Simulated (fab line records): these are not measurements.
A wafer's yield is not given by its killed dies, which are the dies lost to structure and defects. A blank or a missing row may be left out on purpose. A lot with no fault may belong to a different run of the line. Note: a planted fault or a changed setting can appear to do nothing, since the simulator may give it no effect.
Which tool did it? :: flow nandHarc :: 21 wafers from 7 lots sampled at 2 of the route's 1159 steps

WHAT THE GAUGES SHOWED, per wafer
NHARC_A_BONDPAD_CD_MEAS_13.
lot: L354
measured: day 18 09:08
on: cdSem-02
cdNm (nm): 500.8 500.3 500.7

lot: L357
measured: day 18 08:24
on: cdSem-02
cdNm (nm): 502.5 501.2 501.7

lot: L360
measured: day 19 02:22
on: cdSem-01
cdNm (nm): 501.1 499.7 501.2

lot: L362
measured: day 19 23:20
on: cdSem-03
cdNm (nm): 500.3 497.7 495.9

lot: L366
measured: day 21 03:17
on: cdSem-03
cdNm (nm): 497.3 499.1 499.0

lot: L373
measured: day 22 14:27
on: cdSem-02
cdNm (nm): 500.6 496.2 501.7

lot: L377
measured: day 24 07:44
on: cdSem-03
cdNm (nm): 503.8 499.8 505.5

TOOL THAT RAN EACH LOT (tool first, then ch and the chambers of the sampled wafers, then the start)
lot: L354
NHARC_A_ONON_D1_DEP_22: pecvdOnon-02 ch 0, day 8 14:39

lot: L357
NHARC_A_ONON_D1_DEP_22: pecvdOnon-03 ch 0, day 8 14:56

lot: L360
NHARC_A_ONON_D1_DEP_22: pecvdOnon-02 ch 0, day 9 10:31

lot: L362
NHARC_A_ONON_D1_DEP_22: pecvdOnon-03 ch 0, day 10 01:32

lot: L366
NHARC_A_ONON_D1_DEP_22: pecvdOnon-03 ch 0, day 11 08:25

lot: L373
NHARC_A_ONON_D1_DEP_22: pecvdOnon-01 ch 0, day 12 16:48

lot: L377
NHARC_A_ONON_D1_DEP_22: pecvdOnon-02 ch 0, day 14 02:35
- NHARC_A_ONON_D1_DEP_22: target thk 1000 nm.

THE ANSWER, worked out from the rows above alone
Rule: the lots themselves supply what counts as usual. The widest of any qualifying gaps counts: lots, ordered by their means at a reading, are off when they make up no more than a third of the lots, leave a main group of 4 or more, and stand apart from it by 3 or more times the standard deviation of that group's means. A main group is skipped when, at the precision printed for the reading in the tables above, its means are all equal. Also off: a lot with no number at a reading for which 4 or more lots have one. The other lots that the step has rows for count as sound.
Nothing can be told from this: no lot is off at any reading shown.

WHAT THE SIMULATOR HAD INSERTED
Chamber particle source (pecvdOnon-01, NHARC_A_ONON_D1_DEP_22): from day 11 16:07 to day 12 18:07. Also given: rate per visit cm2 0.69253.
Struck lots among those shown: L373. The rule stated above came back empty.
